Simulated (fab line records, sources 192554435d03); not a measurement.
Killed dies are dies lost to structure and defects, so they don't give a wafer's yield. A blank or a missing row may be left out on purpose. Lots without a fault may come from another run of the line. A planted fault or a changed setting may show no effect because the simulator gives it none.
Which tool did it? | flow n5_finfet | 9 lots, 27 wafers sampled, at 5 steps of a route of 1938

WHAT THE GAUGES READ, wafer by wafer
N5_BEOL_M3_OVL_MEAS_29. Usual: V2_OVL -0.2 nm, standard deviation 0.84.
lot  | measured     | on         | V2_OVL (nm)    | flag
L613 | day 9 05:29  | overlay-01 | 0.6 0.5 0.2    |
L614 | day 9 05:53  | overlay-02 | 0.0 -1.0 -0.4  |
L616 | day 9 13:20  | overlay-01 | -0.6 -0.6 -1.0 |
L617 | day 9 18:15  | overlay-02 | 0.8 1.6 1.2    |
L621 | day 11 01:16 | overlay-02 | 0.7 -0.5 0.6   |
L620 | day 11 04:47 | overlay-01 | 1.3 0.8 1.4    |
L623 | day 11 14:06 | overlay-02 | -1.0 0.3 -0.7  |
L628 | day 13 07:49 | overlay-02 | -1.3 0.0 -0.4  |
L629 | day 13 15:51 | overlay-01 | -2.2 -0.9 -0.6 |

N5_BEOL_M4_RC_MEAS_101. Usual: DIBL_N 36.2 mV/V, standard deviation 1.6; DIBL_P 36.1 mV/V, standard deviation 2; IOFF_N 0.16 nA/um, standard deviation 0.032; IOFF_P 0.22 nA/um, standard deviation 0.036; ION_N 672 uA/um, standard deviation 11; ION_P 463 uA/um, standard deviation 7.5; SS_N 71.4 mV/dec, standard deviation 0.58; SS_P 73.2 mV/dec, standard deviation 0.67; VT_N 250 mV, standard deviation 3.3; VT_P -250 mV, standard deviation 3.3.
lot  | measured     | on        | DIBL_N (mV/V)  | DIBL_P (mV/V)  | IOFF_N (nA/um) | IOFF_P (nA/um) | ION_N (uA/um) | ION_P (uA/um) | SS_N (mV/dec)  | SS_P (mV/dec)  | VT_N (mV)   | VT_P (mV)      | flag
L613 | day 9 21:27  | prober-02 | 34.3 33.2 35.8 | 33.8 33.0 37.2 | 0.13 0.12 0.16 | 0.17 0.15 0.22 | 659 648 670   | 452 440 458   | 71.4 70.8 71.2 | 72.2 72.7 73.9 | 255 257 249 | -256 -258 -252 |
L614 | day 10 04:14 | prober-01 | 37.7 35.6 35.2 | 38.2 36.0 35.4 | 0.22 0.17 0.16 | 0.30 0.24 0.24 | 675 685 667   | 464 471 466   | 71.6 71.0 70.4 | 74.1 73.0 73.9 | 245 245 250 | -245 -248 -245 |
L616 | day 10 18:22 | prober-02 | 36.8 36.4 34.8 | 37.0 36.5 35.0 | 0.18 0.18 0.15 | 0.23 0.22 0.21 | 673 676 676   | 461 470 465   | 71.7 71.3 71.6 | 73.3 73.8 73.7 | 248 249 248 | -250 -251 -248 |
L617 | day 10 22:03 | prober-01 | 35.3 36.7 36.0 | 35.8 37.5 36.4 | 0.15 0.18 0.15 | 0.24 0.27 0.24 | 675 681 677   | 474 474 471   | 71.6 72.1 71.7 | 72.6 73.8 73.5 | 250 247 250 | -246 -243 -247 |
L621 | day 12 06:14 | prober-02 | 35.3 41.1 36.6 | 35.2 40.7 37.4 | 0.15 0.29 0.17 | 0.20 0.29 0.23 | 676 699 674   | 465 466 466   | 71.4 73.2 71.1 | 73.8 74.8 73.8 | 248 240 247 | -251 -247 -247 |
L620 | day 12 14:43 | prober-01 | 34.1 35.1 34.9 | 34.8 36.3 35.6 | 0.13 0.14 0.13 | 0.16 0.18 0.17 | 669 668 656   | 455 459 444   | 71.1 70.8 70.9 | 72.4 72.5 73.1 | 252 252 254 | -256 -256 -255 |
L623 | day 12 09:08 | prober-02 | 34.6 35.1 36.8 | 34.6 35.6 38.2 | 0.12 0.13 0.15 | 0.18 0.19 0.23 | 661 667 679   | 458 461 470   | 71.6 71.1 72.1 | 72.5 72.6 73.9 | 254 254 251 | -253 -250 -250 |
L628 | day 14 11:01 | prober-02 | 33.9 35.4 34.7 | 34.4 37.0 36.1 | 0.12 0.14 0.13 | 0.17 0.20 0.19 | 661 679 669   | 464 466 466   | 70.6 70.3 70.5 | 71.7 72.9 72.2 | 254 253 254 | -253 -249 -252 |
L629 | day 15 03:51 | prober-02 | 38.7 36.5 34.7 | 39.5 37.2 35.7 | 0.20 0.16 0.13 | 0.25 0.22 0.20 | 694 679 661   | 469 470 465   | 72.4 72.2 71.4 | 73.6 73.4 72.2 | 244 250 252 | -246 -247 -252 |

WHICH TOOL RAN EACH LOT (tool, then ch and the chambers of the sampled wafers, then the start)
lot  | N5_BEOL_M3_HM_OPEN_17             | N5_BEOL_M3_ETCH_70                 | N5_BEOL_M3_ETCH_41
L613 | rie_metal-02 ch 0,1, day 9 04:46  | rie_diel-04 ch 0,1,3, day 9 07:18  | rie_diel-04 ch 0,1,3, day 9 21:27 or earlier
L614 | rie_metal-02 ch 0,1, day 9 05:14  | rie_diel-03 ch 0,1,3, day 9 08:03  | rie_diel-03 ch 0,1,3, day 10 04:14 or earlier
L616 | rie_metal-02 ch 0,1, day 9 12:41  | rie_diel-04 ch 0,2,3, day 9 21:02  | rie_diel-04 ch 0,2,3, day 10 18:22 or earlier
L617 | rie_metal-02 ch 0,1, day 9 17:35  | rie_diel-03 ch 0,1,2, day 10 00:25 | rie_diel-03 ch 0,1,2, day 10 22:03 or earlier
L621 | rie_metal-01 ch 0,1, day 11 00:37 | rie_diel-04 ch 0,2, day 11 08:11   | rie_diel-04 ch 0,2, day 12 06:14 or earlier
L620 | rie_metal-02 ch 0, day 11 04:15   | rie_diel-03 ch 0,3, day 11 17:26   | rie_diel-03 ch 0,3, day 12 14:43 or earlier
L623 | rie_metal-02 ch 0,1, day 11 13:32 | rie_diel-03 ch 0,1, day 11 17:00   | rie_diel-03 ch 0,1, day 12 09:08 or earlier
L628 | rie_metal-01 ch 0,1, day 13 07:10 | rie_diel-04 ch 0,2, day 13 13:50   | rie_diel-04 ch 0,2, day 14 11:01 or earlier
L629 | rie_metal-01 ch 0,1, day 13 15:11 | rie_diel-04 ch 0,1,3, day 14 00:58 | rie_diel-04 ch 0,1,3, day 15 03:51 or earlier
- N5_BEOL_M3_HM_OPEN_17: chemistry Cl2/BCl3, target TiN, target depth 20 nm, overetch 6 nm.
- N5_BEOL_M3_ETCH_70: etches SOC in N2/H2, target depth 80 nm, overetch 16 nm, time 120 s.
- N5_BEOL_M3_ETCH_41: etches SiCN in CH3F/O2, target depth 29.9 nm, time 52.5 s.

WHAT THE TOOLS THEMSELVES READ (means of the sampled wafers that have a number; where no wafer has one, the mark that the record gives instead)
N5_BEOL_M3_HM_OPEN_17. Usual: drypump_motor_current_A 5.7 A, standard deviation 0.39; oes_product_au 0.65 a.u., standard deviation 0.089; throttle_valve_pct 22.13 %, standard deviation 0.18.
lot  | tool         | drypump_motor_current_A (A) | oes_product_au (a.u.) | throttle_valve_pct (%) | flag
L613 | rie_metal-02 | 5.4                         | 0.68                  | 22.23                  |
L614 | rie_metal-02 | 5.4                         | 0.67                  | 22.25                  |
L616 | rie_metal-02 | 5.5                         | 0.68                  | 22.22                  |
L617 | rie_metal-02 | 5.4                         | 0.68                  | 22.23                  |
L621 | rie_metal-01 | 6.0                         | 0.63                  | 22.02                  |
L620 | rie_metal-02 | 5.8                         | 0.59                  | 21.97                  |
L623 | rie_metal-02 | 5.4                         | 0.66                  | 22.23                  |
L628 | rie_metal-01 | 5.7                         | 0.70                  | 21.93                  |
L629 | rie_metal-01 | 6.0                         | 0.62                  | 22.01                  |

N5_BEOL_M3_ETCH_70. Usual: drypump_motor_current_A 5.6 A, standard deviation 0.47; oes_product_au 0.58 a.u., standard deviation 0.055; rf_vpp_V 523.8 V, standard deviation 2.1; run_length_s 143.3 s, standard deviation 0.44; showerhead_plenum_p_Torr 2.53 Torr, standard deviation 0.068; throttle_valve_pct 17.88 %, standard deviation 0.19.
lot  | tool        | drypump_motor_current_A (A) | oes_product_au (a.u.) | rf_vpp_V (V) | run_length_s (s) | showerhead_plenum_p_Torr (Torr) | throttle_valve_pct (%) | flag
L613 | rie_diel-04 | 5.6                         | 0.56                  | 523.6        | 143.3            | 2.52                            | 17.98                  |
L614 | rie_diel-03 | 5.4                         | 0.59                  | 524.6        | 143.2            | 2.55                            | 17.89                  |
L616 | rie_diel-04 | 5.9                         | 0.54                  | 522.6        | 143.4            | 2.47                            | 17.96                  |
L617 | rie_diel-03 | 5.2                         | 0.65                  | 523.7        | 143.9            | 2.53                            | 17.66                  |
L621 | rie_diel-04 | 6.5                         | 0.53                  | 521.2        | 143.9            | 2.44                            | 18.01                  |
L620 | rie_diel-03 | 5.5                         | 0.59                  | 522.7        | 151.3            | 2.52                            | 17.91                  | OFF
L623 | rie_diel-03 | 5.2                         | 0.57                  | 523.3        | 151.0            | 2.50                            | 17.81                  | OFF
L628 | rie_diel-04 | 6.3                         | 0.60                  | 525.1        | 143.5            | 2.59                            | 17.89                  |
L629 | rie_diel-04 | 5.6                         | 0.61                  | 522.8        | 143.1            | 2.51                            | 17.88                  |

N5_BEOL_M3_ETCH_41. Usual: drypump_motor_current_A 5.6 A, standard deviation 0.47; oes_product_au 0.76 a.u., standard deviation 0.075; rf_vpp_V 297.2 V, standard deviation 1.3; run_length_s 75.8 s, standard deviation 0.44; showerhead_plenum_p_Torr 2.00 Torr, standard deviation 0.054; throttle_valve_pct 16.40 %, standard deviation 0.2.
lot  | tool        | drypump_motor_current_A (A) | oes_product_au (a.u.) | rf_vpp_V (V) | run_length_s (s) | showerhead_plenum_p_Torr (Torr) | throttle_valve_pct (%) | flag
L613 | rie_diel-04 | 5.6                         | 0.73                  | 297.2        | 75.8             | 1.99                            | 16.52                  |
L614 | rie_diel-03 | 5.4                         | 0.78                  | 297.8        | 75.7             | 2.01                            | 16.43                  |
L616 | rie_diel-04 | 5.8                         | 0.70                  | 296.9        | 75.8             | 1.95                            | 16.45                  |
L617 | rie_diel-03 | 5.2                         | 0.85                  | 298.1        | 76.0             | 2.00                            | 16.19                  |
L621 | rie_diel-04 | 6.4                         | 0.70                  | 295.6        | 76.4             | 1.93                            | 16.42                  |
L620 | rie_diel-03 | 5.5                         | 0.80                  | 297.2        | 75.8             | 1.98                            | 16.42                  |
L623 | rie_diel-03 | 5.2                         | 0.78                  | 295.7        | 76.1             | 1.97                            | 16.35                  |
L628 | rie_diel-04 | 6.3                         | 0.80                  | 298.7        | 76.3             | 2.03                            | 16.28                  |
L629 | rie_diel-04 | 5.6                         | 0.80                  | 296.4        | 75.6             | 1.98                            | 16.43                  |

THE ANSWER, worked out from the rows above alone
Rule: a lot is off if the mean of its wafers that have a number lies more than 3 standard deviations from the usual mean. A lot without any number at a reading at which 4 lots or more have one is off too. The other lots that the step has rows for count as sound. The gauges are gone through in route order, then the tools' own readings, and for those a lot's mean is taken as printed above. The first step at which some lot is off is used, and at that step the reading that is off furthest; a lot without a number counts as furthest.
Off: L620, L623, at N5_BEOL_M3_ETCH_70 (run_length_s).
A tool fits if, at that step or a process step before it, it ran every lot that is off, and no sound lot after the first of them. Can't be told from this: 2 tools fit, rie_metal-02 at N5_BEOL_M3_HM_OPEN_17, rie_diel-03 at N5_BEOL_M3_ETCH_70.

WHAT THE SIMULATOR HAD PUT IN
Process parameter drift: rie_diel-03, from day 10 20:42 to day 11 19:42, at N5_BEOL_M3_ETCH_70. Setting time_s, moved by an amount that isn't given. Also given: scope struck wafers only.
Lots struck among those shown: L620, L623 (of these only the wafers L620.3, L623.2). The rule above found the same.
